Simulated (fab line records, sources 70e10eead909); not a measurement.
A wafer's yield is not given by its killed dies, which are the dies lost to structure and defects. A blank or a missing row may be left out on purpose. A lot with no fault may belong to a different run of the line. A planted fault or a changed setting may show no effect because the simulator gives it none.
fab line records | flow nandHarc | part 1 of 2: steps 1 to 30 of 38
record lots=5 | wafers=15 | lastDay=34
route steps=1302 shown A_CHANNEL_FILL_D2@629 A_STAIRCASE@639
lots that met no fault: from a run of the same line without faults
startH: hours from the record's opening day to when the first of the lot's shown wafers began | waitH: hours elapsed since this lot's preceding step | " same as the row above | L1.1+2: a single row standing in for several wafers | - no value, or no start was given | * or withheld: withheld | < > ~ a bound
route shown NAME@n: names a module that has steps shown in the file, with the first one's number in the route | usual: mean/standard deviation taken from wafers without a fault | same: alike in all rows | chamber/n: place in a boat | sites: per-site readings | _std_site: their standard deviation | _edge_site: inner sites' mean taken away from outer sites' mean | radiusMm: for every site, how far away it sits from the centre of the wafer | mask NAME#n: copy n | behind: the most recent tool/chamber to have shaped the wafer | hold: why the lot went on hold/how many hours it stayed there/how the hold came to an end | device: transistor that didn't switch, given as n, p or np | end of line: tests of these same wafers at the route's end | a step with no rows: only its recipe | killed: not the wafer's yield, but the dies lost to structure and defects at the first sort | map: a wafer's dies, marking killed ones x, the rest . and places with no die _
set.NAME: the setting the step ran with; set.NAME@STEP: the setting that earlier step ran with | model.NAME: the simulator's own value behind a step, which no gauge read
lots at some steps of the route; a table a step, a row a wafer
services: from which hour (startH, from the record's first day; less than 0 if before it) a tool's chamber was out of use, for how many hours, and why
## steps
# step NHARC_A_CHANNEL_FILL_D2_STRIP_29
# recipe timeS=20 | o2FlowSccm=500 | arFlowSccm=0 | biasW=0 | chemistry=O2
# usual drypumpMotorCurrentA=5.6/0.43 | o2FlowSccm=500.1/1.4 | oesProductAu=0.995/0.0099 | rfVppV=57.8/0.91 | showerheadPlenumPTorr=3.55/0.12 | throttleValvePct=17.035/0.0086
lot.wafer | tool       | chamber | startH | waitH | drypumpMotorCurrentA | o2FlowSccm | oesProductAu | rfHoursCounterH | rfVppV | showerheadPlenumPTorr | throttleValvePct
L074.1    | rieDiel-12 | 0       | -      | -     | 5.4                  | 499.0      | 0.988        | 2               | 57.9   | 3.45                  | 17.032
L074.3    | "          | 1       | "      | "     | 5.5                  | 499.3      | 1.016        | 2               | 58.4   | 3.55                  | 17.058
L074.4    | "          | 3       | "      | "     | 5.6                  | 501.0      | 1.003        | 1               | 58.2   | 3.72                  | 17.038
L075.1    | rieDiel-08 | 3       | -      | -     | 5.6                  | 499.0      | 0.965        | 5               | 59.3   | 3.62                  | 17.041
L075.2    | "          | 1       | "      | "     | 5.1                  | 497.7      | 0.988        | 4               | 57.0   | 3.45                  | 17.028
L075.5    | "          | 0       | "      | "     | 5.8                  | 499.4      | 0.992        | -               | 59.0   | 3.74                  | 17.038
L077.5    | rieDiel-12 | 2       | 366.80 | 0.1   | 5.2                  | 500.1      | 1.008        | -               | 56.5   | 3.45                  | 17.036
L077.4    | "          | 3       | "      | "     | 5.6                  | 500.1      | 0.996        | -               | 59.1   | 3.72                  | 17.037
L077.6    | "          | 0       | "      | "     | 5.5                  | 501.3      | 0.992        | -               | 57.2   | 3.45                  | 17.056
L095.4    | rieDiel-08 | 1       | -      | -     | 5.1                  | 498.5      | 1.008        | 0               | 57.9   | 3.45                  | 17.043
L095.2    | "          | 3       | "      | "     | 5.5                  | 499.8      | 0.984        | 0               | 58.3   | 3.62                  | 17.022
L095.1    | "          | 0       | "      | "     | 5.8                  | 502.2      | 0.987        | 0               | 58.8   | 3.74                  | 17.033
L096.4    | rieDiel-12 | 2       | -      | -     | 5.1                  | 499.7      | 1.014        | 3               | 57.5   | 3.44                  | 17.029
L096.1    | "          | 3       | "      | "     | 5.6                  | 498.8      | 0.996        | 3               | 57.4   | 3.71                  | 17.031
L096.6    | "          | 1       | "      | "     | 5.5                  | 501.6      | 0.986        | -               | 57.6   | 3.55                  | 17.033
# step NHARC_A_CHANNEL_FILL_D2_PRECLEAN_30
# recipe timeS=30 | chemistry=dHF
lot.wafer  | tool        | chamber | startH | waitH
L074.3+1+4 | wetBench-03 | 7,1,2   | 341.72 | -
L075.2+1+5 | wetBench-02 | 2,6,7   | 341.75 | -
L077.5+4+6 | wetBench-07 | 6,7,2   | 366.89 | -
L095.4+2+1 | wetBench-02 | 5,6,7   | 563.73 | -
L096.4+1+6 | wetBench-02 | 6,0,1   | 569.28 | -
# step NHARC_A_CHANNEL_FILL_D2_SRD_31
lot.wafer  | tool        | chamber | startH | waitH
L074.3+1+4 | wetBench-03 | 7,1,2   | 341.75 | 0.0
L075.2+1+5 | wetBench-02 | 2,6,7   | 341.77 | 0.0
L077.5+4+6 | wetBench-07 | 6,7,2   | 366.92 | 0.0
L095.4+2+1 | wetBench-02 | 5,6,7   | 563.75 | 0.0
L096.4+1+6 | wetBench-02 | 6,0,1   | 569.30 | 0.0
# step NHARC_A_CHANNEL_FILL_D2_CVD_09
# recipe targetThkA=1500 | tempC=620 | pressureMtorr=200 | timeS=3000 | material=poly-Si
# usual pressureMtorr=200.1/0.43 | spikeTcBottomC=638.8/1.6
lot.wafer | tool         | chamber | startH | waitH | pressureMtorr | spikeTcBottomC
L074.1    | lpcvdPoly-02 | 0       | 344.10 | 2.3   | 200.4         | 642.0
L074.3    | "            | 0       | "      | "     | 200.5         | 641.0
L074.4    | "            | 0       | "      | "     | 200.2         | 639.9
L075.1    | lpcvdPoly-02 | 0       | 344.10 | 2.3   | 200.3         | 639.6
L075.2    | "            | 0       | "      | "     | 199.6         | 640.5
L075.5    | "            | 0       | "      | "     | 200.0         | 641.7
L077.4    | lpcvdPoly-01 | 0       | 369.34 | 2.4   | 200.3         | 637.0
L077.5    | "            | 0       | "      | "     | 200.3         | 636.9
L077.6    | "            | 0       | "      | "     | 199.9         | 638.0
L095.1    | lpcvdPoly-04 | 0       | 566.02 | 2.3   | 200.8         | 639.8
L095.2    | "            | 0       | "      | "     | 200.5         | 639.8
L095.4    | "            | 0       | "      | "     | 200.4         | 639.6
L096.1    | lpcvdPoly-04 | 0       | 571.57 | 2.3   | 201.1         | 639.2
L096.4    | "            | 0       | "      | "     | 200.5         | 641.0
L096.6    | "            | 0       | "      | "     | 200.6         | 640.1
# step NHARC_A_CHANNEL_FILL_D2_CMP_10
# recipe targetThkNm=150
# usual motorCurrentA=12.1/1.2 | retainingRingPressureFrac=1.000/0.0045 | slurryFlowMlMin=149.9/0.47 | timeToEndpointS=15.1/2.3
lot.wafer | tool   | chamber | startH | waitH | motorCurrentA | retainingRingPressureFrac | slurryFlowMlMin | timeToEndpointS
L075.1    | cmp-02 | 2       | 347.33 | 0.4   | 11.5          | 1.002                     | 149.3           | 13.4
L075.2    | "      | 3       | "      | "     | 13.4          | 1.007                     | 150.2           | 12.9
L075.5    | "      | 2       | "      | "     | 11.9          | 0.998                     | 149.4           | 16.0
L074.3    | cmp-03 | 0       | 347.33 | 0.4   | 11.2          | 1.004                     | 149.8           | 21.3
L074.1    | "      | 1       | "      | "     | 11.6          | 1.005                     | 149.6           | 16.8
L074.4    | "      | 2       | "      | "     | 9.9           | 1.004                     | 150.2           | 17.5
L077.4    | cmp-03 | 1       | 372.50 | 0.4   | 10.4          | 0.998                     | 150.3           | 16.5
L077.6    | "      | 0       | "      | "     | 10.8          | 0.998                     | 151.2           | 18.2
L077.5    | "      | 1       | "      | "     | 10.8          | 0.995                     | 150.5           | 16.4
L095.4    | cmp-03 | 0       | 569.23 | 0.4   | 11.1          | 1.000                     | 150.3           | 15.0
L095.2    | "      | 1       | "      | "     | 10.8          | 0.996                     | 149.6           | 14.7
L095.1    | "      | 2       | "      | "     | 9.8           | 0.994                     | 149.1           | 15.9
L096.1    | cmp-04 | 3       | 574.71 | 0.4   | 11.5          | 1.000                     | 150.0           | 11.2
L096.4    | "      | 2       | "      | "     | 13.9          | 0.994                     | 150.1           | 13.4
L096.6    | "      | 0       | "      | "     | 12.2          | 0.990                     | 149.8           | 12.8
# step NHARC_A_CHANNEL_FILL_D2_SRD_12
lot.wafer  | tool        | chamber | startH | waitH
L074.4+1+3 | wetBench-02 | 4,5,1   | 347.60 | 0.0
L075.2+5+1 | wetBench-07 | 3,5,0   | 347.60 | 0.0
L077.4+5+6 | wetBench-02 | 7,0,1   | 372.78 | 0.0
L095.1+2+4 | wetBench-02 | 1,2,3   | 569.51 | 0.0
L096.1+6+4 | wetBench-03 | 3,7,0   | 575.00 | 0.0
# step NHARC_A_CHANNEL_FILL_D2_RTA_24
# recipe tempC=1000 | timeS=5
# usual lampPowerPct=27.7/1.1 | wafer_temp_C_max=1006.6/1.4
lot.wafer | tool         | chamber | startH | waitH | lampPowerPct | wafer_temp_C_max
L074.1    | rtpAnneal-02 | 0       | 347.72 | 0.0   | 26.8         | 1006.6
L074.3    | "            | 0       | "      | "     | 26.9         | 1012.1
L074.4    | "            | 0       | "      | "     | 26.9         | 1007.1
L075.1    | rtpAnneal-02 | 0       | 347.89 | 0.2   | 26.9         | 1008.0
L075.2    | "            | 0       | "      | "     | 27.0         | 1005.0
L075.5    | "            | 0       | "      | "     | 26.9         | 1008.2
L077.4    | rtpAnneal-02 | 0       | 373.15 | 0.3   | 26.9         | 1006.1
L077.5    | "            | 0       | "      | "     | 26.9         | 1007.7
L077.6    | "            | 0       | "      | "     | 26.9         | 1004.9
L095.1    | rtpAnneal-02 | 0       | 569.63 | 0.0   | 26.9         | 1006.8
L095.2    | "            | 0       | "      | "     | 26.8         | 1007.8
L095.4    | "            | 0       | "      | "     | 26.9         | 1007.7
L096.1    | rtpAnneal-02 | 0       | 575.13 | 0.0   | 26.8         | 1006.3
L096.4    | "            | 0       | "      | "     | 26.9         | 1009.5
L096.6    | "            | 0       | "      | "     | 26.9         | 1007.1
# step NHARC_A_CHANNEL_FILL_D2_INSPECT_13
# usual rawDefectCount=377/130
lot.wafer | tool             | chamber | startH | waitH | rawDefectCount
L074.1    | defectInspect-02 | -       | 347.92 | 0.2   | 302
L074.3    | "                | -       | "      | "     | 294
L074.4    | "                | -       | "      | "     | 213
L075.1    | defectInspect-01 | -       | 348.09 | 0.2   | 368
L075.2    | "                | -       | "      | "     | 713
L075.5    | "                | -       | "      | "     | 455
L077.4    | defectInspect-02 | -       | 373.27 | 0.1   | 445
L077.5    | "                | -       | "      | "     | 446
L077.6    | "                | -       | "      | "     | 472
L095.1    | defectInspect-01 | -       | 569.83 | 0.2   | 310
L095.2    | "                | -       | "      | "     | 281
L095.4    | "                | -       | "      | "     | 240
L096.1    | defectInspect-02 | -       | 575.32 | 0.2   | 297
L096.4    | "                | -       | "      | "     | 254
L096.6    | "                | -       | "      | "     | 306
# step NHARC_A_STAIRCASE_DEP_156
# recipe targetThkA=500 | tempC=400 | targetThkNm=50 | flowSccm=200 | rfW=450 | material=SiNx
# usual heaterPowerW=674/98 | showerheadVppV=1345/69
lot.wafer | tool     | chamber | startH | waitH | heaterPowerW | showerheadVppV
L074.3    | pecvd-03 | 2       | 348.01 | 0.1   | 503          | 1431
L074.1    | "        | 0       | "      | "     | 577          | 1303
L074.4    | "        | 1       | "      | "     | 623          | 1466
L075.2    | pecvd-01 | 1       | 348.16 | 0.1   | 547          | 1324
L075.1    | "        | 0       | "      | "     | 750          | 1251
L075.5    | "        | 0       | "      | "     | 733          | 1253
L077.5    | pecvd-01 | 0       | 373.42 | 0.2   | 622          | 1238
L077.4    | "        | 1       | "      | "     | 693          | 1310
L077.6    | "        | 2       | "      | "     | 730          | 1347
L095.2    | pecvd-04 | 0       | 569.90 | 0.1   | 746          | 1385
L095.1    | "        | 2       | "      | "     | 889          | 1309
L095.4    | "        | 1       | "      | "     | 735          | 1290
L096.1    | pecvd-01 | 1       | 575.45 | 0.1   | 585          | 1310
L096.4    | "        | 0       | "      | "     | 795          | 1257
L096.6    | "        | 1       | "      | "     | 578          | 1314
# step NHARC_A_STAIRCASE_DEHYDRATE_158
# recipe tempC=150 | timeS=120
lot.wafer  | tool          | chamber | startH | waitH
L074.1+3+4 | lithoTrack-03 | 0       | 348.26 | 0.2
L075.1+2+5 | lithoTrack-07 | 0       | 348.43 | 0.2
L077.4+5+6 | lithoTrack-07 | 0       | 373.61 | 0.1
L095.1+2+4 | lithoTrack-07 | 0       | 570.18 | 0.2
L096.1+4+6 | lithoTrack-02 | 0       | 575.66 | 0.2
# step NHARC_A_STAIRCASE_HMDS_159
# recipe timeS=30
lot.wafer  | tool          | chamber | startH | waitH
L074.1+3+4 | lithoTrack-03 | 0       | -      | -
L075.1+2+5 | lithoTrack-07 | 0       | -      | -
L077.4+5+6 | lithoTrack-07 | 0       | -      | -
L095.1+2+4 | lithoTrack-07 | 0       | -      | -
L096.1+4+6 | lithoTrack-02 | 0       | -      | -
# step NHARC_A_STAIRCASE_COAT_160
# recipe spinRpm=1200
lot.wafer  | tool          | chamber | startH | waitH
L074.1+3+4 | lithoTrack-03 | 0       | -      | -
L075.1+2+5 | lithoTrack-07 | 0       | -      | -
L077.4+5+6 | lithoTrack-07 | 0       | -      | -
L095.1+2+4 | lithoTrack-07 | 0       | -      | -
L096.1+4+6 | lithoTrack-02 | 0       | -      | -
# step NHARC_A_STAIRCASE_SOFTBAKE_161
# recipe tempC=135 | timeS=170
lot.wafer  | tool          | chamber | startH | waitH
L074.1+3+4 | lithoTrack-03 | 0       | -      | -
L075.1+2+5 | lithoTrack-07 | 0       | -      | -
L077.4+5+6 | lithoTrack-07 | 0       | -      | -
L095.1+2+4 | lithoTrack-07 | 0       | -      | -
L096.1+4+6 | lithoTrack-02 | 0       | -      | -
# step NHARC_A_STAIRCASE_EBR_162
lot.wafer  | tool          | chamber | startH | waitH
L074.1+3+4 | lithoTrack-03 | 0       | -      | -
L075.1+2+5 | lithoTrack-07 | 0       | -      | -
L077.4+5+6 | lithoTrack-07 | 0       | -      | -
L095.1+2+4 | lithoTrack-07 | 0       | -      | -
L096.1+4+6 | lithoTrack-02 | 0       | -      | -
# step NHARC_A_STAIRCASE_EXPOSE_163
# recipe na=0.5 | doseMj=20.01 | maskId=STAIR_OPEN
lot.wafer  | tool          | chamber | startH | waitH | mask
L074.1+3+4 | krfScanner-02 | 0       | 348.46 | -     | STAIR_OPEN#0
L075.1+2+5 | krfScanner-01 | 0       | 348.77 | -     | STAIR_OPEN#0
L077.4+5+6 | krfScanner-02 | 0       | 373.95 | -     | STAIR_OPEN#0
L095.1+2+4 | krfScanner-04 | 0       | 570.51 | -     | STAIR_OPEN#0
L096.1+4+6 | krfScanner-01 | 0       | 576.00 | -     | STAIR_OPEN#0
# step NHARC_A_STAIRCASE_PEB_164
# recipe pebTempC=115 | pebTimeS=130
lot.wafer  | tool          | chamber | startH | waitH
L074.1+3+4 | lithoTrack-07 | 0       | 348.53 | 0.1
L075.1+2+5 | lithoTrack-03 | 0       | 348.83 | 0.1
L077.4+5+6 | lithoTrack-03 | 0       | 374.01 | 0.0
L095.1+2+4 | lithoTrack-02 | 0       | 570.57 | 0.1
L096.1+4+6 | lithoTrack-07 | 0       | 576.06 | 0.1
# step NHARC_A_STAIRCASE_DEVELOP_165
# recipe timeS=140
lot.wafer  | tool          | chamber | startH | waitH
L074.1+3+4 | lithoTrack-07 | 0       | -      | -
L075.1+2+5 | lithoTrack-03 | 0       | -      | -
L077.4+5+6 | lithoTrack-03 | 0       | -      | -
L095.1+2+4 | lithoTrack-02 | 0       | -      | -
L096.1+4+6 | lithoTrack-07 | 0       | -      | -
# step NHARC_A_STAIRCASE_HARDBAKE_167
# recipe tempC=120 | timeS=140
lot.wafer  | tool          | chamber | startH | waitH
L074.1+3+4 | lithoTrack-07 | 0       | 348.75 | -
L075.1+2+5 | lithoTrack-03 | 0       | 349.05 | -
L077.4+5+6 | lithoTrack-03 | 0       | 374.24 | -
L095.1+2+4 | lithoTrack-02 | 0       | 570.79 | -
L096.1+4+6 | lithoTrack-03 | 0       | 576.28 | -
# step NHARC_A_STAIRCASE_DESCUM_168
# recipe timeS=3 | o2FlowSccm=200 | arFlowSccm=0 | biasPowerW=0 | chemistry=O2
# usual drypumpMotorCurrentA=6.0/0.53 | o2FlowSccm=200.0/0.58 | oesProductAu=1.000/0.011 | rfVppV=57.5/0.9 | showerheadPlenumPTorr=1.88/0.073 | throttleValvePct=11.312/0.0093
lot.wafer | tool       | chamber | startH | waitH | drypumpMotorCurrentA | o2FlowSccm | oesProductAu | rfHoursCounterH | rfVppV | showerheadPlenumPTorr | throttleValvePct
L074.3    | rieDiel-05 | 3       | 348.84 | -     | 5.2                  | 199.5      | 1.015        | 41              | 58.0   | 1.97                  | 11.297
L074.4    | "          | 0       | "      | "     | 6.0                  | 200.0      | 1.002        | 35              | 57.8   | 1.82                  | 11.302
L074.1    | "          | 2       | "      | "     | 5.7                  | 200.3      | 1.009        | 41              | 57.9   | 1.79                  | 11.318
L075.2    | rieDiel-04 | 3       | 350.58 | -     | 6.6                  | 200.1      | 0.994        | 56              | 56.8   | 1.77                  | 11.318
L075.1    | "          | 0       | "      | "     | 5.5                  | 198.9      | 0.998        | 53              | 57.7   | 1.88                  | 11.317
L075.5    | "          | 2       | "      | "     | 5.2                  | 199.6      | 0.998        | -               | 57.7   | 1.95                  | 11.313
L077.4    | rieDiel-04 | 2       | 374.32 | -     | 5.2                  | 200.3      | 1.000        | 5               | 57.1   | 1.95                  | 11.305
L077.6    | "          | 1       | "      | "     | 5.6                  | 199.6      | 1.007        | -               | 57.7   | 1.87                  | 11.325
L077.5    | "          | 2       | "      | "     | 5.2                  | 199.8      | 1.003        | -               | 57.0   | 1.95                  | 11.298
L095.4    | rieDiel-01 | 2       | 570.88 | -     | 6.2                  | 199.2      | 0.988        | 1               | 57.5   | 1.87                  | 11.317
L095.1    | "          | 0       | "      | "     | 6.7                  | 199.4      | 0.978        | 0               | 55.0   | 1.78                  | 11.310
L095.2    | "          | 1       | "      | "     | 6.0                  | 200.3      | 0.994        | 1               | 56.9   | 1.89                  | 11.296
L096.1    | rieDiel-01 | 1       | 576.37 | -     | 6.1                  | 199.3      | 1.007        | 6               | 56.6   | 1.88                  | 11.333
L096.4    | "          | 0       | "      | "     | 6.7                  | 201.2      | 0.988        | 4               | 55.9   | 1.78                  | 11.309
L096.6    | "          | 2       | "      | "     | 6.2                  | 200.7      | 0.984        | -               | 57.6   | 1.87                  | 11.304
# step NHARC_A_STAIRCASE_ETCH_169
# recipe targetDepthA=500 | timeS=107.1 | ionEnergyEv=120 | ch3fFlowSccm=50 | o2FlowSccm=30 | arFlowSccm=200 | rfW=500 | biasW=100 | chemistry=CH3F/O2
# usual drypumpMotorCurrentA=6.0/0.52 | o2FlowSccm=30.01/0.085 | oesProductAu=0.960/0.019 | rfVppV=243.9/1.6 | showerheadPlenumPTorr=2.42/0.094 | throttleValvePct=20.663/0.0092
lot.wafer | tool       | chamber | startH | waitH | drypumpMotorCurrentA | o2FlowSccm | oesProductAu | rfHoursCounterH | rfVppV | showerheadPlenumPTorr | throttleValvePct
L074.3    | rieDiel-05 | 2       | 348.93 | 0.1   | 5.7                  | 29.87      | 0.989        | 41              | 243.0  | 2.30                  | 20.658
L074.1    | "          | 3       | "      | "     | 5.3                  | 29.97      | 0.965        | 41              | 243.6  | 2.53                  | 20.651
L074.4    | "          | 0       | "      | "     | 6.0                  | 29.98      | 0.973        | 35              | 242.6  | 2.34                  | 20.662
L075.1    | rieDiel-04 | 1       | 350.74 | 0.2   | 5.6                  | 30.08      | 0.930        | 58              | 245.7  | 2.40                  | 20.662
L075.2    | "          | 2       | "      | "     | 5.3                  | 30.01      | 0.945        | 61              | 245.6  | 2.51                  | 20.681
L075.5    | "          | 1       | "      | "     | 5.6                  | 30.02      | 0.941        | -               | 244.2  | 2.40                  | 20.658
L077.4    | rieDiel-04 | 2       | 374.43 | 0.1   | 5.3                  | 30.09      | 0.972        | 5               | 244.1  | 2.50                  | 20.656
L077.5    | "          | 3       | "      | "     | 6.6                  | 29.98      | 0.949        | -               | 248.4  | 2.66                  | 20.652
L077.6    | "          | 0       | "      | "     | 5.5                  | 30.08      | 0.977        | -               | 243.5  | 2.42                  | 20.663
L095.1    | rieDiel-01 | 1       | 570.98 | 0.1   | 6.1                  | 29.99      | 0.977        | 1               | 244.1  | 2.43                  | 20.662
L095.2    | "          | 2       | "      | "     | 6.2                  | 30.03      | 0.950        | 1               | 244.3  | 2.40                  | 20.642
L095.4    | "          | 3       | "      | "     | 6.4                  | 29.82      | 0.960        | 1               | 242.7  | 2.41                  | 20.660
L096.4    | rieDiel-01 | 1       | 576.48 | 0.1   | 6.1                  | 30.01      | 0.968        | 6               | 245.1  | 2.42                  | 20.671
L096.1    | "          | 2       | "      | "     | 6.1                  | 30.00      | 0.956        | 6               | 243.3  | 2.40                  | 20.685
L096.6    | "          | 0       | "      | "     | 6.7                  | 29.95      | 0.977        | -               | 242.2  | 2.30                  | 20.659
# step NHARC_A_STAIRCASE_ETCH_170
# recipe targetDepthA=2000 | timeS=66.667 | ionEnergyEv=250 | c4f6FlowSccm=25 | o2FlowSccm=20 | arFlowSccm=500 | rfW=600 | biasW=500 | chemistry=C4F6/O2
# usual drypumpMotorCurrentA=6.0/0.53 | o2FlowSccm=20.00/0.058 | oesProductAu=0.976/0.016 | rfVppV=545.6/3 | showerheadPlenumPTorr=3.86/0.14 | throttleValvePct=26.904/0.009
lot.wafer | tool       | chamber | startH | waitH | drypumpMotorCurrentA | o2FlowSccm | oesProductAu | rfHoursCounterH | rfVppV | showerheadPlenumPTorr | throttleValvePct
L074.4    | rieDiel-05 | 1       | -      | -     | 5.0                  | 20.05      | 0.994        | 34              | 549.0  | 4.02                  | 26.885
L074.1    | "          | 2       | "      | "     | 5.7                  | 20.05      | 1.003        | 41              | 542.2  | 3.69                  | 26.917
L074.3    | "          | 3       | "      | "     | 5.3                  | 19.92      | 1.000        | 41              | 548.7  | 4.03                  | 26.898
L075.2    | rieDiel-04 | 0       | -      | -     | 5.5                  | 19.94      | 0.976        | 53              | 546.6  | 3.87                  | 26.910
L075.1    | "          | 2       | "      | "     | 5.2                  | 20.06      | 0.977        | 61              | 549.3  | 4.00                  | 26.899
L075.5    | "          | 0       | "      | "     | 5.5                  | 20.06      | 0.979        | -               | 546.2  | 3.87                  | 26.911
L077.4    | rieDiel-04 | 0       | -      | -     | 5.5                  | 20.09      | 0.987        | 3               | 545.2  | 3.86                  | 26.904
L077.6    | "          | 2       | "      | "     | 5.2                  | 20.01      | 0.973        | -               | 548.9  | 3.99                  | 26.896
L077.5    | "          | 3       | "      | "     | 6.6                  | 20.06      | 0.957        | -               | 552.4  | 4.22                  | 26.909
L095.4    | rieDiel-01 | 1       | -      | -     | 6.1                  | 20.03      | 0.982        | 1               | 546.7  | 3.87                  | 26.905
L095.1    | "          | 2       | "      | "     | 6.2                  | 20.08      | 0.960        | 1               | 544.5  | 3.84                  | 26.906
L095.2    | "          | 3       | "      | "     | 6.3                  | 20.02      | 0.975        | 1               | 545.2  | 3.86                  | 26.910
L096.4    | rieDiel-01 | 3       | -      | -     | 6.3                  | 20.03      | 0.992        | 4               | 545.9  | 3.86                  | 26.899
L096.1    | "          | 0       | "      | "     | 6.7                  | 20.03      | 0.985        | 4               | 541.5  | 3.68                  | 26.898
L096.6    | "          | 3       | "      | "     | 6.3                  | 20.01      | 0.996        | -               | 545.0  | 3.86                  | 26.923
# step NHARC_A_STAIRCASE_STRIP_171
# recipe powerW=1500 | tempC=250 | chemistry=O2
# usual drypumpMotorCurrentA=5.3/0.49 | heaterPowerW=343/15
lot.wafer | tool           | chamber | startH | waitH | drypumpMotorCurrentA | heaterPowerW | rfHoursCounterH
L074.1    | plasmaAsher-02 | 1       | 349.30 | -     | 5.2                  | 354          | 22
L074.4    | "              | 1       | "      | "     | 5.2                  | 347          | -
L074.3    | "              | 0       | "      | "     | 4.8                  | 359          | -
L075.2    | plasmaAsher-02 | 0       | 351.02 | -     | 4.8                  | 345          | 23
L075.1    | "              | 1       | "      | "     | 5.2                  | 354          | 23
L075.5    | "              | 1       | "      | "     | 5.2                  | 350          | -
L077.4    | plasmaAsher-02 | 1       | 374.77 | -     | 5.2                  | 350          | -
L077.6    | "              | 0       | "      | "     | 4.8                  | 359          | -
L077.5    | "              | 1       | "      | "     | 5.2                  | 354          | -
L095.2    | plasmaAsher-02 | 1       | 571.20 | -     | 5.2                  | 344          | 28
L095.1    | "              | 0       | "      | "     | 4.8                  | 330          | 28
L095.4    | "              | 1       | "      | "     | 5.2                  | 330          | -
L096.1    | plasmaAsher-02 | 0       | 576.74 | -     | 4.8                  | 335          | 29
L096.4    | "              | 0       | "      | "     | 4.8                  | 324          | -
L096.6    | "              | 0       | "      | "     | 4.8                  | 326          | -
# step NHARC_A_STAIRCASE_STRIP_172
# recipe timeS=900 | tempC=130 | chemistry=SPM
lot.wafer  | tool        | chamber | startH | waitH
L074.1+3+4 | wetBench-01 | 3,4,6   | 349.65 | 0.3
L075.1+2+5 | wetBench-04 | 3,4,7   | 351.38 | 0.3
L077.4+6+5 | wetBench-09 | 3,4,6   | 374.99 | 0.2
L095.1+2+4 | wetBench-04 | 0,2,5   | 571.55 | 0.3
L096.1+4+6 | wetBench-01 | 3,6,7   | 577.03 | 0.3
# step NHARC_A_STAIRCASE_PRECLEAN_173
# recipe timeS=* | tempC=50 | bathAgeMin=0 | chemistry=SC1
# same bathAgeMin=0
lot.wafer  | tool        | chamber | startH | waitH
L074.1+3+4 | wetBench-01 | 3,4,6   | -      | -
L075.1+2+5 | wetBench-04 | 3,4,7   | -      | -
L077.4+6+5 | wetBench-09 | 3,4,6   | -      | -
L095.1+2+4 | wetBench-04 | 0,2,5   | -      | -
L096.1+4+6 | wetBench-01 | 3,6,7   | -      | -
# step NHARC_A_STAIRCASE_SRD_174
lot.wafer  | tool        | chamber | startH | waitH
L074.1+3+4 | wetBench-01 | 3,4,6   | -      | -
L075.1+2+5 | wetBench-04 | 3,4,7   | -      | -
L077.4+6+5 | wetBench-09 | 3,4,6   | -      | -
L095.1+2+4 | wetBench-04 | 0,2,5   | -      | -
L096.1+4+6 | wetBench-01 | 3,6,7   | -      | -
# step NHARC_A_STAIRCASE_DEHYDRATE_01
# recipe tempC=150 | timeS=120
lot.wafer  | tool          | chamber | startH | waitH
L074.1+3+4 | lithoTrack-03 | 0       | 350.09 | -
L075.1+2+5 | lithoTrack-07 | 0       | 351.82 | -
L077.4+5+6 | lithoTrack-07 | 0       | 375.44 | -
L095.1+2+4 | lithoTrack-02 | 0       | 572.00 | -
L096.1+4+6 | lithoTrack-07 | 0       | 577.50 | -
# step NHARC_A_STAIRCASE_HMDS_02
# recipe timeS=30
lot.wafer  | tool          | chamber | startH | waitH
L074.1+3+4 | lithoTrack-03 | 0       | -      | -
L075.1+2+5 | lithoTrack-07 | 0       | -      | -
L077.4+5+6 | lithoTrack-07 | 0       | -      | -
L095.1+2+4 | lithoTrack-02 | 0       | -      | -
L096.1+4+6 | lithoTrack-07 | 0       | -      | -
# step NHARC_A_STAIRCASE_COAT_03
# recipe spinRpm=1200
lot.wafer  | tool          | chamber | startH | waitH
L074.1+3+4 | lithoTrack-03 | 0       | -      | -
L075.1+2+5 | lithoTrack-07 | 0       | -      | -
L077.4+5+6 | lithoTrack-07 | 0       | -      | -
L095.1+2+4 | lithoTrack-02 | 0       | -      | -
L096.1+4+6 | lithoTrack-07 | 0       | -      | -
# step NHARC_A_STAIRCASE_SOFTBAKE_04
# recipe tempC=135 | timeS=170
lot.wafer  | tool          | chamber | startH | waitH
L074.1+3+4 | lithoTrack-03 | 0       | -      | -
L075.1+2+5 | lithoTrack-07 | 0       | -      | -
L077.4+5+6 | lithoTrack-07 | 0       | -      | -
L095.1+2+4 | lithoTrack-02 | 0       | -      | -
L096.1+4+6 | lithoTrack-07 | 0       | -      | -
# step NHARC_A_STAIRCASE_EBR_05
lot.wafer  | tool          | chamber | startH | waitH
L074.1+3+4 | lithoTrack-03 | 0       | -      | -
L075.1+2+5 | lithoTrack-07 | 0       | -      | -
L077.4+5+6 | lithoTrack-07 | 0       | -      | -
L095.1+2+4 | lithoTrack-02 | 0       | -      | -
L096.1+4+6 | lithoTrack-07 | 0       | -      | -
